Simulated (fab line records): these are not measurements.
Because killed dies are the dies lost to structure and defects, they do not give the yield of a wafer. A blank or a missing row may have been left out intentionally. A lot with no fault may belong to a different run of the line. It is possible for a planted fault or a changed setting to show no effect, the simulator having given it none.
Split-lot experiment :: flow n5Finfet :: on a route of 1938 steps: 7 lots, 21 wafers read

THE SPLIT
At N5_BEOL_M5_COAT_22 (resist thk 30 nm), the setting spinRpm was moved away from the recipe's 1500 rpm on 5 of the 21 wafers read, by -9.9% to +6.5%. This setting was run at the recipe's value on the other wafers.

FROM THE SPLIT TO THE READING: what the file shows between them, 7 steps
- N5_BEOL_M5_EBR_24
- N5_BEOL_M5_SOFTBAKE_23: time 60 s
- N5_BEOL_M5_EXPOSE_25: exposes mask V4, defocus 10 nm
- N5_BEOL_M5_PEB_26: peb time 60 s
- N5_BEOL_M5_DEVELOP_27: develop time 30 s
- N5_BEOL_M5_DESCUM_33: chemistry O2, time 7 s
- N5_BEOL_M5_ETCH_75: etches underlayer in N2/H2, target depth 6.5 nm, time 5.2 s

THE READING
CAR-EUV_of_BEOL_M5_COAT_22.thkNm (the simulator's own value, which no gauge read), in nm, at N5_BEOL_M5_ETCH_67 (etches SiARC in CF4, target depth 15.6 nm, time 26 s). The file does not state a usual value for it. Average 11.1 nm, standard deviation 0.2 nm, over the 16 wafers here run with the recipe.

wafer: L077.1
tool, chamber at the split: lithoTrack-04, 0
spinRpm as run, rpm: 1597
against the recipe: +6.5%
CAR-EUV_of_BEOL_M5_COAT_22.thkNm, nm: 10
against lot-mates on the recipe: -1.2

wafer: L077.3
tool, chamber at the split: lithoTrack-04, 0
spinRpm as run, rpm: 1597
against the recipe: +6.5%
CAR-EUV_of_BEOL_M5_COAT_22.thkNm, nm: 10
against lot-mates on the recipe: -1.2

wafer: L077.5
tool, chamber at the split: lithoTrack-04, 0
spinRpm as run, rpm: 1500
against the recipe: recipe
CAR-EUV_of_BEOL_M5_COAT_22.thkNm, nm: 11.2
against lot-mates on the recipe: -

wafer: L079.1
tool, chamber at the split: lithoTrack-02, 0
spinRpm as run, rpm: 1500
against the recipe: recipe
CAR-EUV_of_BEOL_M5_COAT_22.thkNm, nm: 11
against lot-mates on the recipe: -

wafer: L079.2
tool, chamber at the split: lithoTrack-02, 0
spinRpm as run, rpm: 1500
against the recipe: recipe
CAR-EUV_of_BEOL_M5_COAT_22.thkNm, nm: 11.2
against lot-mates on the recipe: -

wafer: L079.4
tool, chamber at the split: lithoTrack-02, 0
spinRpm as run, rpm: 1500
against the recipe: recipe
CAR-EUV_of_BEOL_M5_COAT_22.thkNm, nm: 11
against lot-mates on the recipe: -

wafer: L083.4
tool, chamber at the split: lithoTrack-01, 0
spinRpm as run, rpm: 1500
against the recipe: recipe
CAR-EUV_of_BEOL_M5_COAT_22.thkNm, nm: 10.8
against lot-mates on the recipe: -

wafer: L083.5
tool, chamber at the split: lithoTrack-01, 0
spinRpm as run, rpm: 1500
against the recipe: recipe
CAR-EUV_of_BEOL_M5_COAT_22.thkNm, nm: 11.2
against lot-mates on the recipe: -

wafer: L083.6
tool, chamber at the split: lithoTrack-01, 0
spinRpm as run, rpm: 1549
against the recipe: +3.3%
CAR-EUV_of_BEOL_M5_COAT_22.thkNm, nm: 10.6
against lot-mates on the recipe: -0.4

wafer: L084.2
tool, chamber at the split: lithoTrack-04, 0
spinRpm as run, rpm: 1500
against the recipe: recipe
CAR-EUV_of_BEOL_M5_COAT_22.thkNm, nm: 11.2
against lot-mates on the recipe: -

wafer: L084.3
tool, chamber at the split: lithoTrack-04, 0
spinRpm as run, rpm: 1500
against the recipe: recipe
CAR-EUV_of_BEOL_M5_COAT_22.thkNm, nm: 11
against lot-mates on the recipe: -

wafer: L084.5
tool, chamber at the split: lithoTrack-04, 0
spinRpm as run, rpm: 1500
against the recipe: recipe
CAR-EUV_of_BEOL_M5_COAT_22.thkNm, nm: 11.2
against lot-mates on the recipe: -

wafer: L086.2
tool, chamber at the split: lithoTrack-02, 0
spinRpm as run, rpm: 1500
against the recipe: recipe
CAR-EUV_of_BEOL_M5_COAT_22.thkNm, nm: 11.4
against lot-mates on the recipe: -

wafer: L086.4
tool, chamber at the split: lithoTrack-02, 0
spinRpm as run, rpm: 1500
against the recipe: recipe
CAR-EUV_of_BEOL_M5_COAT_22.thkNm, nm: 11
against lot-mates on the recipe: -

wafer: L086.5
tool, chamber at the split: lithoTrack-02, 0
spinRpm as run, rpm: 1500
against the recipe: recipe
CAR-EUV_of_BEOL_M5_COAT_22.thkNm, nm: 11.4
against lot-mates on the recipe: -

wafer: L087.1
tool, chamber at the split: lithoTrack-04, 0
spinRpm as run, rpm: 1352
against the recipe: -9.9%
CAR-EUV_of_BEOL_M5_COAT_22.thkNm, nm: 12.8
against lot-mates on the recipe: +2.2

wafer: L087.3
tool, chamber at the split: lithoTrack-04, 0
spinRpm as run, rpm: 1352
against the recipe: -9.9%
CAR-EUV_of_BEOL_M5_COAT_22.thkNm, nm: 12.4
against lot-mates on the recipe: +1.8

wafer: L087.6
tool, chamber at the split: lithoTrack-04, 0
spinRpm as run, rpm: 1500
against the recipe: recipe
CAR-EUV_of_BEOL_M5_COAT_22.thkNm, nm: 10.6
against lot-mates on the recipe: -

wafer: L094.1
tool, chamber at the split: lithoTrack-01, 0
spinRpm as run, rpm: 1500
against the recipe: recipe
CAR-EUV_of_BEOL_M5_COAT_22.thkNm, nm: 11
against lot-mates on the recipe: -

wafer: L094.6
tool, chamber at the split: lithoTrack-01, 0
spinRpm as run, rpm: 1500
against the recipe: recipe
CAR-EUV_of_BEOL_M5_COAT_22.thkNm, nm: 11
against lot-mates on the recipe: -

wafer: L094.2
tool, chamber at the split: lithoTrack-01, 0
spinRpm as run, rpm: 1500
against the recipe: recipe
CAR-EUV_of_BEOL_M5_COAT_22.thkNm, nm: 11
against lot-mates on the recipe: -

THE FIT
A straight line over all 21 wafers: CAR-EUV_of_BEOL_M5_COAT_22.thkNm changes by -0.158 nm for each +1% of spinRpm; r = -0.95; the points scatter about the line by 0.19 nm.
The same after taking each lot's own level away (the mean of its wafers on the recipe; 21 wafers): -0.194 nm for each +1%; r = -0.98; scatter 0.14 nm.
On that fit, the largest move of spinRpm shifts the reading by 1.9 nm.
The lots' own levels span 10.60 to 11.27 nm, that is 3.4 times the standard deviation above.
Thus the slope moves with the lot-to-lot level: the two fits are different.
Check: for one of the wafers moved furthest among these (-9.9%), held out of the fit, the line's prediction against its lot-mates is +1.79 nm. It came out at +2.2 nm against them.

THE WHOLE CHAIN: every reading that the file lists as answering this split, in the file's order
step: N5_BEOL_M5_COAT_22
what it does: resist thk 30 nm
reading: CAR-EUV_of_BEOL_M5_COAT_22.thkNm (the simulator's own value, which no gauge read)
change (the file's fit): -0.164 nm for each +1% of the setting
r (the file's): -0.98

step: N5_BEOL_M5_DEVELOP_27
what it does: develop time 30 s
reading: CAR-EUV_of_BEOL_M5_COAT_22.thkNm (the simulator's own value, which no gauge read)
change (the file's fit): -0.149 nm for each +1% of the setting
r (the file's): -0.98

step: N5_BEOL_M5_DESCUM_33
what it does: chemistry O2, time 7 s
reading: CAR-EUV_of_BEOL_M5_COAT_22.thkNm (the simulator's own value, which no gauge read)
change (the file's fit): -0.17 nm for each +1% of the setting
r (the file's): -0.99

step: N5_BEOL_M5_ETCH_67
what it does: etches SiARC in CF4, target depth 15.6 nm, time 26 s
reading: CAR-EUV_of_BEOL_M5_COAT_22.thkNm (the simulator's own value, which no gauge read)
change (the file's fit): -0.192 nm for each +1% of the setting
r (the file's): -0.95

FILE'S OWN FIT
CAR-EUV_of_BEOL_M5_COAT_22.thkNm changes by -0.192 nm for each +1% of spinRpm, r = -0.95.
